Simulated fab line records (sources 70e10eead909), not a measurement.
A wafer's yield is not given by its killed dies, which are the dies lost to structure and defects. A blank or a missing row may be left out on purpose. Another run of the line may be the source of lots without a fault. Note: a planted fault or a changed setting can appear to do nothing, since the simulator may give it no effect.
Chamber matching | flow nandHarc | 4 sister chambers for NHARC_A_SGD_CUT_DESCUM_14 on rieDiel-12
The step chemistry O2, time 3 s. 4 wafers are shown with their chamber, then 11 later ones without.

== EACH WAFER AND ITS CHAMBER ==
wafer  | chamber | showerheadPlenumPTorr (Torr)
L091.1 | 2       | 2.00
L093.2 | 3       | 1.96
L093.4 | 1       | 1.84
L097.3 | 0       | 1.78

== WAFERS WITH NO CHAMBER GIVEN ==
wafer  | showerheadPlenumPTorr (Torr)
L097.4 | 1.83
L097.6 | 1.83
L097.1 | 1.96
L097.2 | 2.00
L097.5 | 1.78
L096.1 | 2.00
L096.2 | 1.95
L096.6 | 1.95
L096.3 | 1.78
L096.4 | 1.83
L096.5 | 2.00

== THE CHAMBER EACH PASSED THROUGH ==
wafer  | from the rows above | in truth
L097.4 | 1                   | 1
L097.6 | 1                   | 1
L097.1 | 3                   | 3
L097.2 | 2                   | 2
L097.5 | 0                   | 0
L096.1 | 2                   | 2
L096.2 | 3                   | 3
L096.6 | 3                   | 3
L096.3 | 0                   | 0
L096.4 | 1                   | 1
L096.5 | 2                   | 2
11 of 11 placed correctly. Left unplaced by these rows: 0. Wrongly placed: 0.
How it was worked out, from the rows above alone: a wafer's distance from a chamber is the root of the sum, over the readings, of the square of ((its reading less the chamber's mean) divided by the reading's scatter). If the next closest chamber is less than 2 further off than the closest, the wafer can't be placed; otherwise it belongs to the closest. For every chamber, the mean is computed from those of its wafers that are shown. The scatter: with one shown wafer a chamber, the root of the mean of the squares of how far each hidden wafer lies from its nearest shown one.
